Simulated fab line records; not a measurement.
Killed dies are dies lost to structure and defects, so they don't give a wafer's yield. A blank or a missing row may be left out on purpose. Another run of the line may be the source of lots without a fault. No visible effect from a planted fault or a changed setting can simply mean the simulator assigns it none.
What tool caused it? / flow n5Finfet / 14 lots with 42 wafers sampled at 4 steps, on a route of 1938 steps

== WHAT THE GAUGES READ, wafer by wafer ==
The record lacks any reading of a measuring or inspecting step that a usual standard deviation could be used to judge.

== TOOL THAT RAN EACH LOT (tool first, then ch and the chambers of the sampled wafers, then the start) ==
lot=L608; N5_FIN_SAQP_ETCH_34=rieDiel-04 ch 0,1, day 2 10:02; N5_FIN_SAQP_STRIP_77=rieDiel-04 ch 0,1, day 2 10:04; N5_FIN_SAQP_HM_CD_35=cdSem-01, day 2 10:12; N5_FIN_CUT_PEB_06=lithoTrack-03 ch 0, day 2 10:45
lot=L610; N5_FIN_SAQP_ETCH_34=rieDiel-03 ch 1,2,3, day 2 23:04; N5_FIN_SAQP_STRIP_77=rieDiel-03 ch 1,2,3, day 2 23:05; N5_FIN_SAQP_HM_CD_35=cdSem-03, day 2 23:12; N5_FIN_CUT_PEB_06=lithoTrack-03 ch 0, day 2 23:53
lot=L612; N5_FIN_SAQP_ETCH_34=rieDiel-03 ch 0,1,2, day 3 08:56; N5_FIN_SAQP_STRIP_77=rieDiel-03 ch 0,1,2, day 3 08:58; N5_FIN_SAQP_HM_CD_35=cdSem-01, day 3 09:05; N5_FIN_CUT_PEB_06=lithoTrack-03, day 3 09:38
lot=L613; N5_FIN_SAQP_ETCH_34=rieDiel-04 ch 1,2,3, day 3 15:48; N5_FIN_SAQP_STRIP_77=rieDiel-04 ch 1,2,3, day 3 15:49; N5_FIN_SAQP_HM_CD_35=cdSem-02, day 3 15:56; N5_FIN_CUT_PEB_06=lithoTrack-03, day 3 16:37
lot=L620; N5_FIN_SAQP_ETCH_34=rieDiel-03 ch 0,1,2, day 5 07:57; N5_FIN_SAQP_STRIP_77=rieDiel-03 ch 0,1,2, day 5 07:58; N5_FIN_SAQP_HM_CD_35=cdSem-03, day 5 08:06; N5_FIN_CUT_PEB_06=lithoTrack-02 ch 0, day 5 08:39
lot=L621; N5_FIN_SAQP_ETCH_34=rieDiel-01 ch 0,1,2, day 5 15:59; N5_FIN_SAQP_STRIP_77=rieDiel-01 ch 0,1,2, day 5 16:01; N5_FIN_SAQP_HM_CD_35=cdSem-03, day 5 16:08; N5_FIN_CUT_PEB_06=lithoTrack-02 ch 0, day 5 17:41
lot=L622; N5_FIN_SAQP_ETCH_34=rieDiel-04 ch 1,2,3, day 5 21:17; N5_FIN_SAQP_STRIP_77=rieDiel-04 ch 1,2,3, day 5 21:18; N5_FIN_SAQP_HM_CD_35=cdSem-01, day 5 21:26; N5_FIN_CUT_PEB_06=lithoTrack-05 ch 0, day 5 22:14
lot=L623; N5_FIN_SAQP_ETCH_34=rieDiel-03 ch 2,3, day 6 01:40; N5_FIN_SAQP_STRIP_77=rieDiel-03 ch 2,3, day 6 01:41; N5_FIN_SAQP_HM_CD_35=cdSem-01, day 6 01:50; N5_FIN_CUT_PEB_06=lithoTrack-05 ch 0, day 6 02:23
lot=L624; N5_FIN_SAQP_ETCH_34=rieDiel-01 ch 1,2,3, day 6 08:34; N5_FIN_SAQP_STRIP_77=rieDiel-01 ch 1,2,3, day 6 08:36; N5_FIN_SAQP_HM_CD_35=cdSem-02, day 6 08:43; N5_FIN_CUT_PEB_06=lithoTrack-03 ch 0, day 6 09:16
lot=L625; N5_FIN_SAQP_ETCH_34=rieDiel-01 ch 0,1,3, day 6 14:38; N5_FIN_SAQP_STRIP_77=rieDiel-01 ch 0,1,3, day 6 14:39; N5_FIN_SAQP_HM_CD_35=cdSem-03, day 6 14:47; N5_FIN_CUT_PEB_06=lithoTrack-03 ch 0, day 6 15:28
lot=L626; N5_FIN_SAQP_ETCH_34=rieDiel-04 ch 0,1, day 6 20:08; N5_FIN_SAQP_STRIP_77=rieDiel-04 ch 0,1, day 6 20:10; N5_FIN_SAQP_HM_CD_35=cdSem-03, day 6 20:17; N5_FIN_CUT_PEB_06=lithoTrack-03 ch 0, day 6 20:50
lot=L627; N5_FIN_SAQP_ETCH_34=rieDiel-01 ch 0,3, day 7 02:20; N5_FIN_SAQP_STRIP_77=rieDiel-01 ch 0,3, day 7 02:21; N5_FIN_SAQP_HM_CD_35=cdSem-03, day 7 02:29; N5_FIN_CUT_PEB_06=lithoTrack-02 ch 0, day 7 03:10
lot=L628; N5_FIN_SAQP_ETCH_34=rieDiel-03 ch 0,1,2, day 7 08:18; N5_FIN_SAQP_STRIP_77=rieDiel-03 ch 0,1,2, day 7 08:19; N5_FIN_SAQP_HM_CD_35=cdSem-03, day 7 08:27; N5_FIN_CUT_PEB_06=lithoTrack-05 ch 0, day 7 09:00
lot=L630; N5_FIN_SAQP_ETCH_34=rieDiel-01 ch 0,1,2, day 7 21:02; N5_FIN_SAQP_STRIP_77=rieDiel-01 ch 0,1,2, day 7 21:04; N5_FIN_SAQP_HM_CD_35=cdSem-03, day 7 21:11; N5_FIN_CUT_PEB_06=lithoTrack-03 ch 0, day 7 21:45
- N5_FIN_SAQP_ETCH_34: etches SiO2 in C4F6/O2, target depth 45 nm, time 15 s.
- N5_FIN_SAQP_STRIP_77: strips in N2/H2, time 90 s.
- N5_FIN_SAQP_HM_CD_35: target cd 8 nm.
- N5_FIN_CUT_PEB_06: peb time 60 s.

== AS READ BY THE TOOLS THEMSELVES (means over the sampled wafers that have a number; for cases with no such wafer, the mark the record gives instead) ==
N5_FIN_SAQP_ETCH_34. Usual: drypumpMotorCurrentA 5.7 A, standard deviation 0.46; etchRfOnTimeS 14.8 s, standard deviation 0.42; oesProductAu 0.69 a.u., standard deviation 0.084; rfVppV 673 V, standard deviation 19; showerheadPlenumPTorr 2.90 Torr, standard deviation 0.12; throttleValvePct 21.12 %, standard deviation 0.22.
lot=L608; tool=rieDiel-04; drypumpMotorCurrentA (A)=5.7; etchRfOnTimeS (s)=15.3; oesProductAu (a.u.)=0.58; rfVppV (V)=645; showerheadPlenumPTorr (Torr)=2.78; throttleValvePct (%)=21.41; flag=
lot=L610; tool=rieDiel-03; drypumpMotorCurrentA (A)=5.6; etchRfOnTimeS (s)=14.7; oesProductAu (a.u.)=0.73; rfVppV (V)=686; showerheadPlenumPTorr (Torr)=2.92; throttleValvePct (%)=21.08; flag=
lot=L612; tool=rieDiel-03; drypumpMotorCurrentA (A)=5.8; etchRfOnTimeS (s)=14.6; oesProductAu (a.u.)=0.73; rfVppV (V)=677; showerheadPlenumPTorr (Torr)=2.92; throttleValvePct (%)=21.00; flag=
lot=L613; tool=rieDiel-04; drypumpMotorCurrentA (A)=5.3; etchRfOnTimeS (s)=14.4; oesProductAu (a.u.)=0.67; rfVppV (V)=659; showerheadPlenumPTorr (Torr)=2.86; throttleValvePct (%)=21.14; flag=
lot=L620; tool=rieDiel-03; drypumpMotorCurrentA (A)=5.8; etchRfOnTimeS (s)=14.5; oesProductAu (a.u.)=0.71; rfVppV (V)=677; showerheadPlenumPTorr (Torr)=2.91; throttleValvePct (%)=21.03; flag=
lot=L621; tool=rieDiel-01; drypumpMotorCurrentA (A)=5.8; etchRfOnTimeS (s)=15.2; oesProductAu (a.u.)=0.65; rfVppV (V)=659; showerheadPlenumPTorr (Torr)=2.79; throttleValvePct (%)=21.13; flag=
lot=L622; tool=rieDiel-04; drypumpMotorCurrentA (A)=5.3; etchRfOnTimeS (s)=14.7; oesProductAu (a.u.)=0.72; rfVppV (V)=659; showerheadPlenumPTorr (Torr)=2.85; throttleValvePct (%)=21.03; flag=
lot=L623; tool=rieDiel-03; drypumpMotorCurrentA (A)=5.7; etchRfOnTimeS (s)=14.7; oesProductAu (a.u.)=0.63; rfVppV (V)=689; showerheadPlenumPTorr (Torr)=2.88; throttleValvePct (%)=21.36; flag=
lot=L624; tool=rieDiel-01; drypumpMotorCurrentA (A)=5.5; etchRfOnTimeS (s)=15.2; oesProductAu (a.u.)=0.62; rfVppV (V)=675; showerheadPlenumPTorr (Torr)=2.79; throttleValvePct (%)=21.19; flag=
lot=L625; tool=rieDiel-01; drypumpMotorCurrentA (A)=6.0; etchRfOnTimeS (s)=15.1; oesProductAu (a.u.)=0.66; rfVppV (V)=679; showerheadPlenumPTorr (Torr)=2.87; throttleValvePct (%)=21.00; flag=
lot=L626; tool=rieDiel-04; drypumpMotorCurrentA (A)=5.8; etchRfOnTimeS (s)=15.3; oesProductAu (a.u.)=0.77; rfVppV (V)=649; showerheadPlenumPTorr (Torr)=2.88; throttleValvePct (%)=21.04; flag=
lot=L627; tool=rieDiel-01; drypumpMotorCurrentA (A)=6.3; etchRfOnTimeS (s)=14.9; oesProductAu (a.u.)=0.69; rfVppV (V)=682; showerheadPlenumPTorr (Torr)=2.93; throttleValvePct (%)=21.01; flag=
lot=L628; tool=rieDiel-03; drypumpMotorCurrentA (A)=5.8; etchRfOnTimeS (s)=14.7; oesProductAu (a.u.)=0.69; rfVppV (V)=676; showerheadPlenumPTorr (Torr)=2.90; throttleValvePct (%)=21.05; flag=
lot=L630; tool=rieDiel-01; drypumpMotorCurrentA (A)=5.8; etchRfOnTimeS (s)=15.0; oesProductAu (a.u.)=0.72; rfVppV (V)=663; showerheadPlenumPTorr (Torr)=2.89; throttleValvePct (%)=21.04; flag=

N5_FIN_SAQP_STRIP_77. Usual: drypumpMotorCurrentA 5.7 A, standard deviation 0.45; oesProductAu 0.80 a.u., standard deviation 0.097; rfVppV 45.3 V, standard deviation 0.82; showerheadPlenumPTorr 3.43 Torr, standard deviation 0.14; throttleValvePct 12.2 %, standard deviation 0.33.
lot=L608; tool=rieDiel-04; drypumpMotorCurrentA (A)=5.8; oesProductAu (a.u.)=0.68; rfVppV (V)=45.1; showerheadPlenumPTorr (Torr)=3.28; throttleValvePct (%)=12.7; flag=
lot=L610; tool=rieDiel-03; drypumpMotorCurrentA (A)=5.6; oesProductAu (a.u.)=0.84; rfVppV (V)=46.1; showerheadPlenumPTorr (Torr)=3.44; throttleValvePct (%)=12.0; flag=
lot=L612; tool=rieDiel-03; drypumpMotorCurrentA (A)=5.8; oesProductAu (a.u.)=0.85; rfVppV (V)=44.6; showerheadPlenumPTorr (Torr)=3.45; throttleValvePct (%)=12.1; flag=
lot=L613; tool=rieDiel-04; drypumpMotorCurrentA (A)=5.4; oesProductAu (a.u.)=0.77; rfVppV (V)=45.0; showerheadPlenumPTorr (Torr)=3.38; throttleValvePct (%)=12.2; flag=
lot=L620; tool=rieDiel-03; drypumpMotorCurrentA (A)=5.9; oesProductAu (a.u.)=0.83; rfVppV (V)=46.1; showerheadPlenumPTorr (Torr)=3.44; throttleValvePct (%)=12.1; flag=
lot=L621; tool=rieDiel-01; drypumpMotorCurrentA (A)=5.8; oesProductAu (a.u.)=0.76; rfVppV (V)=44.6; showerheadPlenumPTorr (Torr)=3.30; throttleValvePct (%)=12.3; flag=
lot=L622; tool=rieDiel-04; drypumpMotorCurrentA (A)=5.3; oesProductAu (a.u.)=0.83; rfVppV (V)=44.9; showerheadPlenumPTorr (Torr)=3.37; throttleValvePct (%)=12.1; flag=
lot=L623; tool=rieDiel-03; drypumpMotorCurrentA (A)=5.8; oesProductAu (a.u.)=0.74; rfVppV (V)=45.6; showerheadPlenumPTorr (Torr)=3.40; throttleValvePct (%)=12.3; flag=
lot=L624; tool=rieDiel-01; drypumpMotorCurrentA (A)=5.5; oesProductAu (a.u.)=0.71; rfVppV (V)=45.2; showerheadPlenumPTorr (Torr)=3.34; throttleValvePct (%)=12.5; flag=
lot=L625; tool=rieDiel-01; drypumpMotorCurrentA (A)=6.0; oesProductAu (a.u.)=0.77; rfVppV (V)=45.7; showerheadPlenumPTorr (Torr)=3.41; throttleValvePct (%)=12.2; flag=
lot=L626; tool=rieDiel-04; drypumpMotorCurrentA (A)=5.8; oesProductAu (a.u.)=0.91; rfVppV (V)=46.3; showerheadPlenumPTorr (Torr)=3.40; throttleValvePct (%)=12.1; flag=
lot=L627; tool=rieDiel-01; drypumpMotorCurrentA (A)=6.2; oesProductAu (a.u.)=0.81; rfVppV (V)=45.5; showerheadPlenumPTorr (Torr)=3.48; throttleValvePct (%)=12.1; flag=
lot=L628; tool=rieDiel-03; drypumpMotorCurrentA (A)=5.9; oesProductAu (a.u.)=0.81; rfVppV (V)=45.6; showerheadPlenumPTorr (Torr)=3.44; throttleValvePct (%)=12.2; flag=
lot=L630; tool=rieDiel-01; drypumpMotorCurrentA (A)=5.8; oesProductAu (a.u.)=0.85; rfVppV (V)=45.1; showerheadPlenumPTorr (Torr)=3.43; throttleValvePct (%)=12.1; flag=

N5_FIN_SAQP_HM_CD_35. Usual: cdNm reads 8.1 nm (standard deviation 0.33).
lot=L608; tool=cdSem-01; cdNm (nm)=7.9; flag=
lot=L610; tool=cdSem-03; cdNm (nm)=8.4; flag=
lot=L612; tool=cdSem-01; cdNm (nm)=8.0; flag=
lot=L613; tool=cdSem-02; cdNm (nm)=7.9; flag=
lot=L620; tool=cdSem-03; cdNm (nm)=8.0; flag=
lot=L621; tool=cdSem-03; cdNm (nm)=8.3; flag=
lot=L622; tool=cdSem-01; cdNm (nm)=8.0; flag=
lot=L623; tool=cdSem-01; cdNm (nm)=8.3; flag=
lot=L624; tool=cdSem-02; cdNm (nm)=8.1; flag=
lot=L625; tool=cdSem-03; cdNm (nm)=8.2; flag=
lot=L626; tool=cdSem-03; cdNm (nm)=8.1; flag=
lot=L627; tool=cdSem-03; cdNm (nm)=8.0; flag=
lot=L628; tool=cdSem-03; cdNm (nm)=8.0; flag=
lot=L630; tool=cdSem-03; cdNm (nm)=8.5; flag=

N5_FIN_CUT_PEB_06. Usual: chillPlateTempC 23.00 C, standard deviation 0.11; exhaustPa 44.9 Pa, standard deviation 0.89.
lot=L608; tool=lithoTrack-03; chillPlateTempC (C)=23.11; exhaustPa (Pa)=44.5; flag=
lot=L610; tool=lithoTrack-03; chillPlateTempC (C)=22.89; exhaustPa (Pa)=44.2; flag=
lot=L612; tool=lithoTrack-03; chillPlateTempC (C)=-; exhaustPa (Pa)=-; flag=OFF
lot=L613; tool=lithoTrack-03; chillPlateTempC (C)=-; exhaustPa (Pa)=-; flag=OFF
lot=L620; tool=lithoTrack-02; chillPlateTempC (C)=23.02; exhaustPa (Pa)=45.2; flag=
lot=L621; tool=lithoTrack-02; chillPlateTempC (C)=23.14; exhaustPa (Pa)=44.4; flag=
lot=L622; tool=lithoTrack-05; chillPlateTempC (C)=22.94; exhaustPa (Pa)=44.1; flag=
lot=L623; tool=lithoTrack-05; chillPlateTempC (C)=22.98; exhaustPa (Pa)=44.5; flag=
lot=L624; tool=lithoTrack-03; chillPlateTempC (C)=23.07; exhaustPa (Pa)=44.8; flag=
lot=L625; tool=lithoTrack-03; chillPlateTempC (C)=23.00; exhaustPa (Pa)=45.1; flag=
lot=L626; tool=lithoTrack-03; chillPlateTempC (C)=23.03; exhaustPa (Pa)=45.4; flag=
lot=L627; tool=lithoTrack-02; chillPlateTempC (C)=23.17; exhaustPa (Pa)=44.1; flag=
lot=L628; tool=lithoTrack-05; chillPlateTempC (C)=23.01; exhaustPa (Pa)=45.4; flag=
lot=L630; tool=lithoTrack-03; chillPlateTempC (C)=22.89; exhaustPa (Pa)=45.7; flag=

== THE ANSWER, worked out from the rows above alone ==
Rule: a lot is off if the mean of its wafers that have a number lies more than 3 standard deviations from the usual mean. A lot without any number at a reading at which 4 lots or more have one is off too. All remaining lots with rows at the step are treated as sound. The gauges are gone through in route order, then the tools' own readings, and for those a lot's mean is taken as printed above. At the first step where some lot is off, the reading lying furthest off is the one used; lots without a number count as furthest.
Off at N5_FIN_CUT_PEB_06 (chillPlateTempC): L612, L613. Without a number there: L612, L613.
If a tool, at that step or one of the process steps before it, ran each lot that is off and ran no sound lot following the first of them, it fits. No candidate that was tried fits.

== WHAT THE SIMULATOR PUT IN ==
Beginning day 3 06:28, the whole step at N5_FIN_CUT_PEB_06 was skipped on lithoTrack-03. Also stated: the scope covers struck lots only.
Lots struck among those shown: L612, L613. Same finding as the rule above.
